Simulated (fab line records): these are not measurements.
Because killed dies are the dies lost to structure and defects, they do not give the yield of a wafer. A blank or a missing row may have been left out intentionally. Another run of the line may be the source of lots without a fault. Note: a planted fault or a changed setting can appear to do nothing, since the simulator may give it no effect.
fab line records    flow n5Finfet
record lots=10  wafers=30  lastDay=17
route steps=1938 shown BEOL_M11@1572 PASSIVATION@1936
lots that met no fault: taken from a fault-free run of the same line
startH: hours from the record's first day to the start of the lot's first wafer shown    waitH: hours elapsed since this lot's preceding step    " unchanged from the row above    L1.1+2: several wafers, shown together as one row    - no value present, or no start provided    * or withheld: withheld    < > ~ a bound
route shown NAME@n: NAME is a module with steps in the file, n the number in the route of the first one    usual: mean and standard deviation over wafers with no fault    same: alike in all rows    chamber/n: place in a boat    sites: per-site readings    _std_site: the standard deviation of these    _edge_site: inner sites' mean taken away from outer sites' mean    radiusMm: for every site, how far away it sits from the centre of the wafer    mask NAME#n: copy n    behind: the tool/chamber that last shaped the wafer    hold: why the lot went on hold/how many hours it stayed there/how the hold came to an end    device: which transistor (n, p or np) failed to switch    end of line: the tests these same wafers got at the end of their route    for a step that has no rows: nothing shown but its recipe    killed: the dies lost at the first sort to structure and to defects; this is not the yield of the wafer    map: shows each die of a wafer: x if killed, . if not, _ if none is there
set.NAME: the setting that was run; set.NAME@STEP: the one run at that earlier step    model.NAME: the simulator's own value behind a step, which no gauge read
route steps across a sampled set of lots; one table per step, one row per wafer
services: the hour from which a tool's chamber was out of use, counted from the record's first day as startH (under 0 if before that day), plus the number of hours and why
## steps
# step N5_BEOL_M11_ETCH_65
# recipe chemistry=CF4  target=SiARC  targetDepthA=390  maskMaterial=CAR-ArF  timeS=65  ionEnergyEv=80  pressureMtorr=40  sourceW=545  biasW=36  Ar_flow_sccm=100  cf4FlowSccm=100  ends=cleared
# usual drypumpMotorCurrentA=5.8/0.54  etchRfOnTimeS=64.2/2.6  oesProductAu=0.70/0.073  rfVppV=183.7/1.1  showerheadPlenumPTorr=2.12/0.053  throttleValvePct=15.55/0.23
lot.wafer  tool        chamber  startH  waitH  drypumpMotorCurrentA  etchRfOnTimeS  oesProductAu  rfHoursCounterH  rfVppV  showerheadPlenumPTorr  throttleValvePct
L701.1     rieDiel-03  3        241.17  0.0    6.4                   60.1           0.77          44               183.6   2.10                   15.18
L701.4     "           2        "       "      5.2                   62.8           0.61          220              183.1   2.13                   15.84
L701.5     "           3        "       "      6.4                   59.7           0.78          -                183.7   2.10                   15.17
L702.4     rieDiel-01  0        244.79  0.0    6.0                   66.7           0.62          -                183.1   2.13                   15.74
L702.5     "           3        "       "      6.3                   67.3           0.62          -                181.9   2.06                   15.60
L702.6     "           2        "       "      5.6                   64.6           0.72          -                182.3   2.08                   15.42
L705.1     rieDiel-03  2        259.86  0.0    5.2                   63.0           0.61          224              185.6   2.12                   15.85
L705.4     "           3        "       "      6.4                   59.4           0.77          48               184.1   2.10                   15.18
L705.5     "           3        "       "      6.4                   59.2           0.77          -                183.1   2.10                   15.18
L708.3     rieDiel-01  3        274.45  0.0    6.3                   67.3           0.63          154              183.0   2.06                   15.63
L708.5     "           0        "       "      6.0                   66.7           0.62          -                184.0   2.13                   15.75
L708.6     "           3        "       "      6.3                   67.1           0.62          -                183.1   2.06                   15.62
L709.2     rieDiel-01  0        285.68  0.0    6.0                   67.4           0.61          189              184.4   2.12                   15.76
L709.3     "           1        "       "      5.7                   62.5           0.81          11               185.0   2.27                   15.28
L709.5     "           2        "       "      5.6                   65.0           0.70          -                183.6   2.07                   15.44
L718.1     rieDiel-03  3        332.36  0.0    6.4                   59.8           0.74          69               183.3   2.09                   15.21
L718.2     "           0        "       "      6.6                   63.7           0.76          29               182.9   2.13                   15.51
L718.3     "           2        "       "      5.2                   64.3           0.59          246              184.8   2.12                   15.90
L717.2     rieDiel-03  0        332.88  0.0    6.6                   63.4           0.77          29               183.9   2.13                   15.53
L717.4     "           1        "       "      4.7                   63.9           0.72          75               182.9   2.10                   15.80
L717.6     "           1        "       "      4.7                   64.1           0.71          -                183.2   2.10                   15.80
L723.3     rieDiel-01  0        360.65  0.0    6.0                   67.9           0.58          215              184.4   2.12                   15.81
L723.4     "           3        "       "      6.3                   68.8           0.59          180              183.6   2.05                   15.65
L723.5     "           0        "       "      6.0                   67.6           0.59          -                184.0   2.12                   15.81
L721.2     rieDiel-05  2        360.82  0.0    5.7                   66.2           0.68          103              184.1   2.13                   15.17
L721.5     "           0        "       "      6.4                   61.9           0.65          -                182.2   2.06                   15.79
L721.6     "           3        "       "      5.5                   60.0           0.76          -                184.2   2.18                   15.59
L722.2     rieDiel-01  0        361.62  0.0    6.0                   67.7           0.59          216              184.7   2.12                   15.80
L722.4     "           2        "       "      5.6                   64.6           0.68          95               184.3   2.07                   15.46
L722.5     "           2        "       "      5.6                   64.2           0.68          -                181.2   2.07                   15.48
# step N5_BEOL_M11_TRENCH_ETCH_37
# recipe chemistry=C4F6/O2  targetDepthA=1488.3  target=SiCOH_lowk  timeS=48  ionEnergyEv=250  pressureMtorr=30  sourceW=345  biasW=185  Ar_flow_sccm=300  C4F6_flow_sccm=10  O2_flow_sccm=10
# usual drypumpMotorCurrentA=5.8/0.54  oes_ar_750_au=0.81/0.078  oesProductAu=0.81/0.082  rfVppV=659/19  showerheadPlenumPTorr=2.82/0.073  throttleValvePct=20.88/0.24
lot.wafer  tool        chamber  startH  waitH  drypumpMotorCurrentA  oes_ar_750_au  oesProductAu  rfHoursCounterH  rfVppV  showerheadPlenumPTorr  throttleValvePct
L701.1     rieDiel-03  3        -       -      6.4                   0.90           0.89          44               658     2.76                   20.38
L701.4     "           2        "       "      5.2                   0.72           0.72          220              682     2.83                   21.17
L701.5     "           3        "       "      6.4                   0.90           0.89          -                659     2.76                   20.39
L702.4     rieDiel-01  0        -       -      6.0                   0.73           0.73          -                686     2.83                   21.04
L702.5     "           3        "       "      6.3                   0.75           0.72          -                619     2.75                   20.90
L702.6     "           2        "       "      5.6                   0.84           0.84          -                660     2.78                   20.83
L705.1     rieDiel-03  2        -       -      5.2                   0.71           0.72          224              682     2.82                   21.18
L705.4     "           3        "       "      6.4                   0.89           0.89          48               657     2.76                   20.40
L705.5     "           3        "       "      6.4                   0.89           0.88          -                658     2.76                   20.38
L708.3     rieDiel-01  3        -       -      6.3                   0.75           0.72          155              618     2.74                   20.91
L708.5     "           0        "       "      6.0                   0.72           0.71          -                686     2.83                   21.06
L708.6     "           3        "       "      6.3                   0.75           0.73          -                620     2.74                   20.94
L709.2     rieDiel-01  0        -       -      6.0                   0.71           0.72          190              685     2.82                   21.07
L709.3     "           1        "       "      5.7                   0.94           0.95          11               667     3.02                   20.63
L709.5     "           2        "       "      5.6                   0.82           0.83          -                658     2.77                   20.84
L718.1     rieDiel-03  3        -       -      6.4                   0.86           0.86          69               658     2.75                   20.44
L718.2     "           0        "       "      6.5                   0.89           0.89          29               650     2.83                   20.99
L718.3     "           2        "       "      5.2                   0.70           0.69          246              682     2.81                   21.22
L717.2     rieDiel-03  0        -       -      6.6                   0.89           0.90          29               650     2.83                   21.00
L717.4     "           1        "       "      4.7                   0.83           0.83          75               656     2.77                   21.08
L717.6     "           1        "       "      4.7                   0.83           0.83          -                656     2.77                   21.07
L723.3     rieDiel-01  0        -       -      6.0                   0.70           0.69          215              684     2.81                   21.10
L723.4     "           3        "       "      6.3                   0.72           0.71          181              620     2.73                   20.95
L723.5     "           0        "       "      6.0                   0.70           0.70          -                685     2.81                   21.10
L721.2     rieDiel-05  2        -       -      5.7                   0.79           0.79          103              674     2.84                   20.48
L721.5     "           0        "       "      6.4                   0.75           0.74          -                627     2.73                   21.08
L721.6     "           3        "       "      5.5                   0.89           0.87          -                665     2.89                   20.98
L722.2     rieDiel-01  0        -       -      6.0                   0.70           0.69          216              686     2.81                   21.08
L722.4     "           2        "       "      5.6                   0.80           0.81          95               660     2.76                   20.87
L722.5     "           2        "       "      5.6                   0.80           0.80          -                659     2.76                   20.88
# step N5_BEOL_M11_ETCH_41
# recipe chemistry=CH3F/O2  target=SiCN  targetDepthA=426  taperDeg=2  timeS=86  ionEnergyEv=120  maskMaterial=TiN  pressureMtorr=30  sourceW=395  biasW=75  Ar_flow_sccm=150  CH3F_flow_sccm=30  O2_flow_sccm=20
# usual drypumpMotorCurrentA=5.8/0.54  oesProductAu=0.81/0.082  rfVppV=296.8/1.3  showerheadPlenumPTorr=1.98/0.054  throttleValvePct=16.24/0.24
lot.wafer  tool        chamber  startH  waitH  drypumpMotorCurrentA  oesProductAu  rfHoursCounterH  rfVppV  showerheadPlenumPTorr  throttleValvePct
L701.1     rieDiel-03  3        241.49  -      6.4                   0.88          44               295.6   1.94                   15.76
L701.4     "           2        "       "      5.2                   0.71          220              295.5   1.99                   16.58
L701.5     "           3        "       "      6.4                   0.88          -                296.1   1.94                   15.77
L702.4     rieDiel-01  0        245.11  -      6.0                   0.72          -                297.4   1.99                   16.46
L702.5     "           3        "       "      6.3                   0.72          -                296.2   1.92                   16.29
L702.6     "           2        "       "      5.6                   0.83          -                296.0   1.95                   16.16
L705.1     rieDiel-03  2        260.17  -      5.2                   0.72          224              298.2   1.98                   16.55
L705.4     "           3        "       "      6.4                   0.89          49               296.8   1.93                   15.75
L705.5     "           3        "       "      6.4                   0.89          -                295.2   1.93                   15.78
L708.3     rieDiel-01  3        274.77  -      6.3                   0.72          155              295.0   1.92                   16.31
L708.5     "           0        "       "      6.0                   0.71          -                297.0   1.99                   16.47
L708.6     "           3        "       "      6.3                   0.72          -                296.8   1.92                   16.31
L709.2     rieDiel-01  0        286.00  -      6.0                   0.72          190              297.0   1.99                   16.49
L709.3     "           1        "       "      5.7                   0.96          11               300.6   2.13                   15.99
L709.5     "           2        "       "      5.6                   0.82          -                297.2   1.94                   16.18
L718.1     rieDiel-03  3        332.67  -      6.4                   1.23          69               296.0   1.93                   15.83
L718.2     "           0        "       "      6.6                   1.29          29               296.8   1.98                   16.24
L718.3     "           2        "       "      5.2                   0.70          246              296.1   1.98                   16.60
L717.2     rieDiel-03  0        333.20  -      6.5                   1.29          29               296.4   1.98                   16.21
L717.4     "           1        "       "      4.7                   0.82          75               295.1   1.94                   16.44
L717.6     "           1        "       "      4.7                   0.84          -                296.3   1.94                   16.45
L723.3     rieDiel-01  0        360.97  -      6.0                   0.69          215              296.9   1.98                   16.53
L723.4     "           3        "       "      6.3                   0.70          181              295.8   1.91                   16.37
L723.5     "           0        "       "      6.0                   0.69          -                298.6   1.98                   16.54
L721.2     rieDiel-05  2        361.14  -      5.7                   0.80          103              296.8   2.00                   15.94
L721.5     "           0        "       "      6.4                   0.73          -                296.0   1.91                   16.46
L721.6     "           3        "       "      5.5                   0.88          -                296.2   2.03                   16.32
L722.2     rieDiel-01  0        361.93  -      6.0                   0.70          216              296.8   1.98                   16.55
L722.4     "           2        "       "      5.6                   0.81          95               296.1   1.93                   16.24
L722.5     "           2        "       "      5.6                   0.80          -                295.7   1.93                   16.23
# step N5_BEOL_M11_PRE_CLEAN_45
# recipe gas=H2/He  timeS=30  tempC=250
# usual heaterPowerW=323/36
lot.wafer  tool           chamber  startH  waitH  heaterPowerW
L701.1     pvdSputter-01  -        242.26  0.0    352
L701.4     "              -        "       "      349
L701.5     "              -        "       "      345
L702.4     pvdSputter-01  -        246.08  0.0    350
L702.5     "              -        "       "      358
L702.6     "              -        "       "      352
L705.1     pvdSputter-02  -        260.89  0.0    254
L705.4     "              -        "       "      291
L705.5     "              -        "       "      289
L708.3     pvdSputter-02  -        275.56  0.0    349
L708.5     "              -        "       "      341
L708.6     "              -        "       "      261
L709.2     pvdSputter-02  -        287.08  0.0    250
L709.3     "              -        "       "      352
L709.5     "              -        "       "      251
L718.1     pvdSputter-01  -        334.10  0.0    350
L718.2     "              -        "       "      350
L718.3     "              -        "       "      337
L717.2     pvdSputter-01  -        334.18  0.0    351
L717.4     "              -        "       "      339
L717.6     "              -        "       "      365
L723.3     pvdSputter-02  -        361.68  0.0    348
L723.4     "              -        "       "      300
L723.5     "              -        "       "      354
L721.2     pvdSputter-03  -        361.92  0.0    276
L721.5     "              -        "       "      359
L721.6     "              -        "       "      329
L722.2     pvdSputter-02  -        364.22  0.0    261
L722.4     "              -        "       "      352
L722.5     "              -        "       "      352
# step N5_PASSIVATION_PROBE_49
# usual defectLimitedYield=91.3/1.5  killed_at_M0_to_M3=35/8.7  killed_at_M4_up=14/5.5  killedAtContacts=11/5.6  killedAtFrontEnd=39/13  killedAtOther=3.7/2.2  killedDies=103/18  killedOpen=69/14  killedShort=33/7.8  sort_bin_4_leakage=0.02/0.15  sort_bin_5_function=5.1/0.99  sort_bin_6_memory=3.3/0.67  sortNPass=1077/18  sortYieldPct=91.2/1.5
# same grossDies=1180  killedAtBackSide=0  sort_bin_8_speed[%]=0
lot.wafer  tool       chamber  startH  waitH  defectLimitedYield[%]  killed_at_M0_to_M3  killed_at_M4_up  killedAtContacts  killedAtFrontEnd  killedAtOther  killedDies  killedOpen  killedShort  sort_bin_4_leakage[%]  sort_bin_5_function[%]  sort_bin_6_memory[%]  sortNPass  sortYieldPct[%]
L701.1     prober-02  -        286.73  0.0    90.6                   40                  7                13                46                5              111         76          33           0                      5.1                     3.7                   1069       90.6
L701.4     prober-02  -        286.88  0.2    90.6                   37                  16               10                43                5              111         73          37           0                      5.3                     3.8                   1069       90.6
L701.5     prober-02  -        286.93  0.2    90.4                   14                  5                27                63                4              113         73          38           0                      5.6                     3.7                   1067       90.4
L702.4     prober-01  -        294.20  0.2    91.7                   42                  13               10                32                1              98          65          33           0                      5.2                     2.8                   1082       91.7
L702.5     prober-01  -        294.25  0.2    90.8                   42                  12               12                34                8              108         70          37           0                      5.3                     3.7                   1072       90.8
L702.6     prober-01  -        294.30  0.3    89.8                   46                  8                13                48                5              120         76          42           0                      6.3                     3.1                   1060       89.8
L705.1     prober-02  -        305.94  0.0    93.3                   34                  14               3                 26                2              79          56          21           0                      3.0                     3.2                   1101       93.3
L705.4     prober-02  -        306.09  0.2    92.4                   34                  17               6                 28                5              90          59          31           0.17                   4.2                     2.7                   1088       92.2
L705.5     prober-02  -        306.14  0.2    92.3                   45                  6                2                 37                1              91          68          23           0                      4.8                     2.8                   1089       92.3
L708.3     prober-01  -        312.96  0.1    91.1                   28                  26               25                21                5              105         70          35           0                      5.6                     3.1                   1075       91.1
L708.5     prober-01  -        313.06  0.2    90.9                   30                  22               14                36                5              107         76          31           0                      5.8                     2.8                   1073       90.9
L708.6     prober-01  -        313.11  0.3    92.5                   27                  11               21                29                0              88          63          25           0                      4.3                     3.0                   1092       92.5
L709.2     prober-01  -        325.68  0.1    91.3                   40                  21               3                 35                4              103         71          30           0                      4.8                     3.8                   1077       91.3
L709.3     prober-01  -        325.73  0.1    90.4                   38                  16               6                 50                3              113         73          33           0                      5.5                     3.6                   1067       90.4
L709.5     prober-01  -        325.83  0.2    91.2                   30                  12               7                 49                6              104         58          44           0                      5.4                     3.1                   1076       91.2
L718.1     prober-02  -        377.61  0.0    89.4                   52                  12               12                45                4              125         64          58           0                      5.6                     4.6                   1055       89.4
L718.2     prober-02  -        377.66  0.1    92.6                   37                  8                9                 28                5              87          49          36           0                      4.3                     2.8                   1093       92.6
L718.3     prober-02  -        377.71  0.1    91.0                   37                  15               20                27                7              106         69          35           0                      5.2                     3.4                   1074       91.0
L717.2     prober-01  -        378.00  0.1    92.4                   27                  17               8                 34                4              90          65          22           0                      4.7                     2.7                   1090       92.4
L717.4     prober-01  -        378.10  0.2    94.7                   21                  9                5                 24                4              63          46          17           0                      3.4                     1.7                   1117       94.7
L717.6     prober-01  -        378.20  0.3    93.0                   17                  25               10                29                2              83          55          24           0                      4.4                     2.5                   1097       93.0
L723.3     prober-01  -        405.04  0.1    89.2                   34                  13               15                63                3              128         88          39           0                      6.3                     4.4                   1052       89.2
L723.4     prober-01  -        405.09  0.2    91.2                   31                  19               8                 45                1              104         65          36           0                      5.4                     2.9                   1076       91.2
L723.5     prober-01  -        405.14  0.2    88.8                   37                  22               20                50                3              132         90          37           0                      6.8                     4.3                   1048       88.8
L721.2     prober-01  -        413.45  0.1    90.9                   31                  18               18                39                1              107         77          26           0                      5.2                     3.6                   1073       90.9
L721.5     prober-01  -        413.60  0.2    90.7                   36                  9                25                37                3              110         85          24           0                      5.6                     3.5                   1070       90.7
L721.6     prober-01  -        413.65  0.3    93.3                   30                  8                12                29                0              79          44          34           0                      3.2                     3.1                   1101       93.3
L722.2     prober-02  -        415.42  0.1    90.4                   24                  26               7                 54                2              113         77          29           0                      5.1                     3.9                   1067       90.4
L722.4     prober-02  -        415.52  0.2    90.8                   27                  11               7                 61                2              108         74          32           0                      5.8                     3.1                   1072       90.8
L722.5     prober-02  -        415.57  0.2    90.4                   30                  22               10                44                7              113         82          31           0                      6.0                     3.3                   1067       90.4
# killed by level:class
L701.1 STI_FIN_REVEAL:geometricParticle:open=20 MOL_CONTACT_COAG:geometricParticle:open=12 BEOL_M0_SAQP:geometricParticle:short=10 FIN_SAQP:geometricParticle:short=7 BEOL_M1:geometricParticle:open=7 BEOL_M2:geometricParticle:open=7 FIN_SAQP:geometricParticle:open=5 BEOL_M3:geometricParticle:open=5
L701.4 BEOL_M2:geometricParticle:open=13 FIN_SAQP:geometricParticle:open=11 MOL_CONTACT_COAG:geometricParticle:open=10 BEOL_M0_SAQP:geometricParticle:open=9 BEOL_M4:geometricParticle:open=8 FIN_SAQP:geometricParticle:short=7 STI_FIN_REVEAL:geometricParticle:open=7 DUMMY_GATE:geometricParticle:open=5
L701.5 MOL_CONTACT_COAG:geometricParticle:open=20 STI_FIN_REVEAL:geometricParticle:open=16 FIN_SAQP:geometricParticle:short=13 FIN_SAQP:geometricParticle:open=11 MOL_CONTACT_COAG:geometricParticle:short=7 DUMMY_GATE:geometricParticle:open=6 GATE_CUT:geometricParticle:short=3 BEOL_M0_SAQP:geometricParticle:open=3
L702.4 BEOL_M0_SAQP:geometricParticle:short=14 BEOL_M0_SAQP:geometricParticle:open=10 BEOL_M3:geometricParticle:open=9 FIN_SAQP:geometricParticle:open=8 GATE_CUT:geometricParticle:open=7 MOL_CONTACT_COAG:geometricParticle:open=6 FIN_SAQP:geometricParticle:short=5 BEOL_M4:geometricParticle:open=5
L702.5 BEOL_M0_SAQP:geometricParticle:open=17 BEOL_M0_SAQP:geometricParticle:short=13 MOL_CONTACT_COAG:geometricParticle:open=10 DUMMY_GATE:geometricParticle:open=8 STI_FIN_REVEAL:geometricParticle:open=6 FIN_SAQP:geometricParticle:short=5 BEOL_M3:geometricParticle:open=5 FIN_SAQP:geometricParticle:open=3
L702.6 BEOL_M0_SAQP:geometricParticle:short=13 STI_FIN_REVEAL:geometricParticle:open=12 MOL_CONTACT_COAG:geometricParticle:open=10 BEOL_M0_SAQP:geometricParticle:open=9 BEOL_M3:geometricParticle:open=9 GATE_CUT:geometricParticle:open=8 GATE_CUT:geometricParticle:short=7 BEOL_M1:geometricParticle:open=6
L705.1 BEOL_M3:geometricParticle:open=9 BEOL_M2:geometricParticle:open=8 STI_FIN_REVEAL:geometricParticle:open=6 BEOL_M4:geometricParticle:open=6 BEOL_M0_SAQP:geometricParticle:short=5 GATE_CUT:geometricParticle:open=4 BEOL_M0:geometricParticle:open=4 BEOL_M0:geometricParticle:short=4
L705.4 BEOL_M4:geometricParticle:open=12 GATE_CUT:geometricParticle:short=8 BEOL_M0_SAQP:geometricParticle:short=8 MOL_CONTACT_COAG:geometricParticle:open=6 STI_FIN_REVEAL:geometricParticle:open=5 BEOL_M0_SAQP:geometricParticle:open=5 BEOL_M1:geometricParticle:open=5 BEOL_M2:geometricParticle:open=5
L705.5 STI_FIN_REVEAL:geometricParticle:open=14 BEOL_M1:geometricParticle:open=10 BEOL_M2:geometricParticle:open=9 BEOL_M0_SAQP:geometricParticle:open=7 BEOL_M3:geometricParticle:open=6 STARTING-WAFER:geometricParticle:open=6 FIN_SAQP:geometricParticle:short=4 GATE_CUT:geometricParticle:short=4
L708.3 MOL_CONTACT_COAG:geometricParticle:open=19 GATE_CUT:geometricParticle:short=8 BEOL_M1:geometricParticle:open=8 BEOL_M4:geometricParticle:open=8 MOL_CONTACT_COAG:geometricParticle:short=6 BEOL_M0_SAQP:geometricParticle:open=6 BEOL_M0_SAQP:geometricParticle:short=5 BEOL_M7:geometricParticle:open=5
L708.5 BEOL_M2:geometricParticle:open=12 MOL_CONTACT_COAG:geometricParticle:open=10 DUMMY_GATE:geometricParticle:open=7 BEOL_M1:geometricParticle:open=7 STI_FIN_REVEAL:geometricParticle:open=6 BEOL_M5:geometricParticle:open=6 BEOL_M4:geometricParticle:open=5 FIN_SAQP:geometricParticle:short=4
L708.6 MOL_CONTACT_COAG:geometricParticle:open=18 BEOL_M1:geometricParticle:open=11 FIN_SAQP:geometricParticle:short=5 DUMMY_GATE:geometricParticle:open=5 BEOL_M2:geometricParticle:open=5 STI_FIN_REVEAL:geometricParticle:open=4 GATE_CUT:geometricParticle:short=4 BEOL_M1:geometricParticle:short=4
L709.2 BEOL_M2:geometricParticle:open=11 BEOL_M1:geometricParticle:open=9 BEOL_M4:geometricParticle:open=9 FIN_SAQP:geometricParticle:short=8 FIN_SAQP:geometricParticle:open=8 BEOL_M0_SAQP:geometricParticle:short=6 BEOL_M0:geometricParticle:open=5 DUMMY_GATE:geometricParticle:open=4
L709.3 BEOL_M3:geometricParticle:open=13 STI_FIN_REVEAL:geometricParticle:open=11 FIN_SAQP:geometricParticle:open=10 FIN_SAQP:geometricParticle:short=7 BEOL_M0_SAQP:geometricParticle:short=7 STARTING-WAFER:geometricParticle:short=7 DUMMY_GATE:geometricParticle:open=5 MOL_CONTACT_COAG:geometricParticle:open=5
L709.5 FIN_SAQP:geometricParticle:short=22 FIN_SAQP:geometricParticle:open=12 BEOL_M3:geometricParticle:open=9 MOL_CONTACT_COAG:geometricParticle:open=7 BEOL_M0_SAQP:geometricParticle:short=6 STI_FIN_REVEAL:geometricParticle:open=5 BEOL_M1:geometricParticle:open=5 BEOL_M0_SAQP:geometricParticle:open=4
L718.1 BEOL_M0_SAQP:geometricParticle:short=14 MOL_CONTACT_COAG:geometricParticle:open=9 BEOL_M2:geometricParticle:open=9 FIN_SAQP:geometricParticle:short=8 GATE_CUT:geometricParticle:short=8 BEOL_M0_SAQP:geometricParticle:open=7 BEOL_M1:geometricParticle:open=7 BEOL_M3:geometricParticle:open=6
L718.2 BEOL_M0_SAQP:geometricParticle:short=11 BEOL_M0_SAQP:geometricParticle:open=11 STI_FIN_REVEAL:geometricParticle:open=8 MOL_CONTACT_COAG:geometricParticle:open=7 FIN_SAQP:geometricParticle:short=6 BEOL_M2:geometricParticle:open=5 BEOL_M2:geometricParticle:short=4 DUMMY_GATE:geometricParticle:short=3
L718.3 MOL_CONTACT_COAG:geometricParticle:open=15 BEOL_M0_SAQP:geometricParticle:short=12 BEOL_M2:geometricParticle:open=7 BEOL_M4:geometricParticle:open=7 DUMMY_GATE:geometricParticle:open=6 BEOL_M0_SAQP:geometricParticle:open=6 GATE_CUT:geometricParticle:short=5 MOL_CONTACT_COAG:geometricParticle:short=5
L717.2 FIN_SAQP:geometricParticle:short=11 BEOL_M3:geometricParticle:open=11 BEOL_M4:geometricParticle:open=9 FIN_SAQP:geometricParticle:open=6 MOL_CONTACT_COAG:geometricParticle:open=6 STI_FIN_REVEAL:geometricParticle:open=5 BEOL_M0_SAQP:geometricParticle:open=5 BEOL_M2:geometricParticle:open=5
L717.4 FIN_SAQP:geometricParticle:short=7 STI_FIN_REVEAL:geometricParticle:open=7 BEOL_M0_SAQP:geometricParticle:open=7 BEOL_M1:geometricParticle:open=6 BEOL_M4:geometricParticle:open=6 MOL_CONTACT_COAG:geometricParticle:open=5 BEOL_M3:geometricParticle:open=5 STARTING-WAFER:geometricParticle:short=4
L717.6 BEOL_M4:geometricParticle:open=15 MOL_CONTACT_COAG:geometricParticle:open=9 GATE_CUT:geometricParticle:short=8 STI_FIN_REVEAL:geometricParticle:open=7 BEOL_M3:geometricParticle:open=6 BEOL_M4:geometricParticle:short=4 STARTING-WAFER:geometricParticle:open=4 GATE_CUT:geometricParticle:open=3
L723.3 FIN_SAQP:geometricParticle:open=25 MOL_CONTACT_COAG:geometricParticle:open=14 STI_FIN_REVEAL:geometricParticle:open=13 FIN_SAQP:geometricParticle:short=12 BEOL_M0_SAQP:geometricParticle:open=12 BEOL_M3:geometricParticle:open=6 BEOL_M0_SAQP:geometricParticle:short=5 BEOL_M4:geometricParticle:open=5
L723.4 FIN_SAQP:geometricParticle:open=12 BEOL_M0_SAQP:geometricParticle:short=7 BEOL_M4:geometricParticle:open=7 MOL_CONTACT_COAG:geometricParticle:open=6 GATE_CUT:geometricParticle:short=5 BEOL_M0_SAQP:geometricParticle:open=5 BEOL_M0:geometricParticle:short=5 GATE_CUT:geometricParticle:open=4
L723.5 FIN_SAQP:geometricParticle:open=16 MOL_CONTACT_COAG:geometricParticle:open=15 FIN_SAQP:geometricParticle:short=12 BEOL_M0_SAQP:geometricParticle:open=11 BEOL_M4:geometricParticle:open=10 STI_FIN_REVEAL:geometricParticle:open=10 BEOL_M1:geometricParticle:open=7 BEOL_M0_SAQP:geometricParticle:short=5
L721.2 MOL_CONTACT_COAG:geometricParticle:open=16 BEOL_M4:geometricParticle:open=11 FIN_SAQP:geometricParticle:open=8 BEOL_M3:geometricParticle:open=8 BEOL_M2:geometricParticle:open=7 DUMMY_GATE:geometricParticle:open=5 GATE_CUT:geometricParticle:short=4 FIN_SAQP:geometricParticle:short=4
L721.5 MOL_CONTACT_COAG:geometricParticle:open=21 FIN_SAQP:geometricParticle:open=17 BEOL_M3:geometricParticle:open=11 BEOL_M2:geometricParticle:open=8 BEOL_M4:geometricParticle:open=6 FIN_SAQP:geometricParticle:short=5 SPACER0:geometricParticle:open=4 MOL_CONTACT_COAG:geometricParticle:short=4
L721.6 BEOL_M0_SAQP:geometricParticle:short=10 MOL_CONTACT_COAG:geometricParticle:open=8 BEOL_M3:geometricParticle:open=7 FIN_SAQP:geometricParticle:open=5 FIN_SAQP:geometricParticle:short=5 STARTING-WAFER:geometricParticle:short=5 STI_FIN_REVEAL:geometricParticle:open=4 MOL_CONTACT_COAG:geometricParticle:short=4
L722.2 FIN_SAQP:geometricParticle:open=20 BEOL_M4:geometricParticle:open=10 FIN_SAQP:geometricParticle:short=8 BEOL_M3:geometricParticle:open=7 MOL_CONTACT_COAG:geometricParticle:open=6 HKMG_FIN:areaEtch=5 STI_FIN_REVEAL:geometricParticle:open=4 BEOL_M2:geometricParticle:open=4
L722.4 STI_FIN_REVEAL:geometricParticle:open=29 DUMMY_GATE:geometricParticle:open=6 MOL_CONTACT_COAG:geometricParticle:open=6 BEOL_M1:geometricParticle:open=5 BEOL_M3:geometricParticle:open=5 BEOL_M3:geometricParticle:short=5 BEOL_M4:geometricParticle:open=5 STARTING-WAFER:geometricParticle:short=5
L722.5 BEOL_M4:geometricParticle:open=16 STI_FIN_REVEAL:geometricParticle:open=14 MOL_CONTACT_COAG:geometricParticle:open=10 FIN_SAQP:geometricParticle:open=9 GATE_CUT:geometricParticle:short=9 BEOL_M1:geometricParticle:open=9 BEOL_M0_SAQP:geometricParticle:short=7 BEOL_M0_SAQP:geometricParticle:open=6
## services
tool           chamber  startH  hours  kind
rieDiel-05     1        223.62  5.1    repair
rieDiel-01     1        235.70  -      clean
rieDiel-01     1        235.70  -      consumableReplace:focusRing
rieDiel-01     1        235.70  -      consumableReplace:showerhead
rieDiel-01     1        235.70  14.6   scheduledDown
rieDiel-01     1        235.70  14.6   ventCycle
rieDiel-01     3        248.54  4.6    repair
rieDiel-03     -        271.79  0.6    repair
pvdSputter-03  -        277.53  2.1    repair
rieDiel-05     2        312.96  1.2    repair
rieDiel-05     0        325.26  13.9   repair
rieDiel-05     1        332.19  21.8   repair
rieDiel-03     2        344.44  -      clean
rieDiel-03     2        344.44  -      consumableReplace:focusRing
rieDiel-03     2        344.44  12.0   scheduledDown
rieDiel-03     2        344.44  12.0   ventCycle
rieDiel-01     1        350.76  4.5    repair
rieDiel-03     3        355.96  5.1    repair
## key
firstSign step=N5_BEOL_M11_ETCH_41  reading=oesProductAu  direction=up  sigmas=5.6  usual=0.81  struck=1.27
effect none on later readings
metAt N5_BEOL_M11_ETCH_41
struckLots L717,L718
struckWafers L717.2,L718.1,L718.2
notActingAt N5_BEOL_M11_ETCH_65,N5_BEOL_M11_TRENCH_ETCH_37,N5_BEOL_M11_PRE_CLEAN_45
onsetBetween 260.17 332.67
fault kind=processParameterDrift  tool=rieDiel-03  chamber=-  onsetH=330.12  steps=N5_BEOL_M11_ETCH_41  channel=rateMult  offset=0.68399  shape=step  endH=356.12  scope=struckWafersOnly
